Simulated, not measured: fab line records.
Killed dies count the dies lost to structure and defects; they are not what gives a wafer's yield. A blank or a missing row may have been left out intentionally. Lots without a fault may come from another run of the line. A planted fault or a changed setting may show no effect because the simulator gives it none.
Matching of chambers :: flow n5 finfet :: N5_BEOL_M3_ILD_DEP_00 on pecvd-02 has 3 sister chambers
The step deposits SiOC from DEMS/O2, target thk 79 nm, time 15.3 s. 20 wafers are shown with their chamber, then 10 later ones without.

== WAFERS, EACH WITH ITS CHAMBER ==
wafer: L075.2
chamber: 2
throttle valve pct (%): 11.3
rf fwd power W (W): 498.6
showerhead plenum p Torr (Torr): 5.713

wafer: L075.4
chamber: 0
throttle valve pct (%): 12.5
rf fwd power W (W): 494.7
showerhead plenum p Torr (Torr): 5.721

wafer: L075.5
chamber: 2
throttle valve pct (%): 11.1
rf fwd power W (W): 497.3
showerhead plenum p Torr (Torr): 5.712

wafer: L078.1
chamber: 0
throttle valve pct (%): 12.5
rf fwd power W (W): 494.6
showerhead plenum p Torr (Torr): 5.705

wafer: L078.2
chamber: 2
throttle valve pct (%): 11.0
rf fwd power W (W): 499.3
showerhead plenum p Torr (Torr): 5.721

wafer: L078.5
chamber: 2
throttle valve pct (%): 11.0
rf fwd power W (W): 498.0
showerhead plenum p Torr (Torr): 5.709

wafer: L082.3
chamber: 2
throttle valve pct (%): 11.2
rf fwd power W (W): 495.6
showerhead plenum p Torr (Torr): 5.694

wafer: L082.5
chamber: 0
throttle valve pct (%): 12.5
rf fwd power W (W): 495.0
showerhead plenum p Torr (Torr): 5.707

wafer: L082.6
chamber: 2
throttle valve pct (%): 11.1
rf fwd power W (W): 494.8
showerhead plenum p Torr (Torr): 5.722

wafer: L081.1
chamber: 0
throttle valve pct (%): 12.4
rf fwd power W (W): 493.7
showerhead plenum p Torr (Torr): 5.697

wafer: L081.3
chamber: 0
throttle valve pct (%): 12.4
rf fwd power W (W): 495.1
showerhead plenum p Torr (Torr): 5.704

wafer: L081.6
chamber: 0
throttle valve pct (%): 12.5
rf fwd power W (W): 495.6
showerhead plenum p Torr (Torr): 5.711

wafer: L084.1
chamber: 1
throttle valve pct (%): 12.2
rf fwd power W (W): 497.0
showerhead plenum p Torr (Torr): 5.726

wafer: L084.4
chamber: 0
throttle valve pct (%): 12.8
rf fwd power W (W): 493.9
showerhead plenum p Torr (Torr): 5.705

wafer: L084.5
chamber: 1
throttle valve pct (%): 12.3
rf fwd power W (W): 495.5
showerhead plenum p Torr (Torr): 5.735

wafer: L085.1
chamber: 0
throttle valve pct (%): 12.5
rf fwd power W (W): 491.2
showerhead plenum p Torr (Torr): 5.699

wafer: L085.3
chamber: 1
throttle valve pct (%): 12.1
rf fwd power W (W): 496.8
showerhead plenum p Torr (Torr): 5.713

wafer: L085.6
chamber: 2
throttle valve pct (%): 11.1
rf fwd power W (W): 496.6
showerhead plenum p Torr (Torr): 5.713

wafer: L087.2
chamber: 2
throttle valve pct (%): 11.1
rf fwd power W (W): 497.6
showerhead plenum p Torr (Torr): 5.706

wafer: L087.3
chamber: 0
throttle valve pct (%): 12.6
rf fwd power W (W): 493.3
showerhead plenum p Torr (Torr): 5.713

SIGNATURES (means of the wafers above)
reading: throttle valve pct
chamber 0: 12.522
chamber 1: 12.200
chamber 2: 11.113
scatter within a chamber: 0.11

reading: rf fwd power W
chamber 0: 494.122
chamber 1: 496.433
chamber 2: 497.225
scatter within a chamber: 1.35

reading: showerhead plenum p Torr
chamber 0: 5.70689
chamber 1: 5.72467
chamber 2: 5.71125
scatter within a chamber: 0.00848
Rule: a wafer's distance from a chamber is the root of the sum, over the readings, of the square of ((its reading less the chamber's mean) divided by the reading's scatter). If the next closest chamber is less than 2 further off than the closest, the wafer can't be placed; otherwise it belongs to the closest. How the scatter is found: for the shown wafers, subtract from each reading the mean of its chamber, square and add these, divide the total by (wafers less chambers), then take the root.

== WAFERS WITHOUT THEIR CHAMBER ==
wafer: L087.5
throttle valve pct (%): 12.9
rf fwd power W (W): 493.0
showerhead plenum p Torr (Torr): 5.707

wafer: L090.2
throttle valve pct (%): 12.8
rf fwd power W (W): 492.0
showerhead plenum p Torr (Torr): 5.714

wafer: L090.3
throttle valve pct (%): 11.2
rf fwd power W (W): 495.0
showerhead plenum p Torr (Torr): 5.722

wafer: L090.4
throttle valve pct (%): 12.8
rf fwd power W (W): 494.0
showerhead plenum p Torr (Torr): 5.697

wafer: L094.1
throttle valve pct (%): 12.7
rf fwd power W (W): 493.2
showerhead plenum p Torr (Torr): 5.719

wafer: L094.4
throttle valve pct (%): 11.5
rf fwd power W (W): 496.1
showerhead plenum p Torr (Torr): 5.720

wafer: L094.5
throttle valve pct (%): 12.5
rf fwd power W (W): 491.6
showerhead plenum p Torr (Torr): 5.700

wafer: L097.3
throttle valve pct (%): 12.8
rf fwd power W (W): 494.2
showerhead plenum p Torr (Torr): 5.711

wafer: L097.5
throttle valve pct (%): 12.6
rf fwd power W (W): 492.9
showerhead plenum p Torr (Torr): 5.697

wafer: L097.6
throttle valve pct (%): 12.0
rf fwd power W (W): 493.5
showerhead plenum p Torr (Torr): 5.729

== WHICH CHAMBER EACH WENT THROUGH ==
wafer: L087.5
from the rows above: 0
in truth: 0

wafer: L090.2
from the rows above: 0
in truth: 0

wafer: L090.3
from the rows above: 2
in truth: 2

wafer: L090.4
from the rows above: 0
in truth: 0

wafer: L094.1
from the rows above: 0
in truth: 0

wafer: L094.4
from the rows above: 2
in truth: 2

wafer: L094.5
from the rows above: 0
in truth: 0

wafer: L097.3
from the rows above: 0
in truth: 0

wafer: L097.5
from the rows above: 0
in truth: 0

wafer: L097.6
from the rows above: 1
in truth: 1
10 of 10 placed correctly. Not placeable from these rows: 0. Placed wrongly: 0.
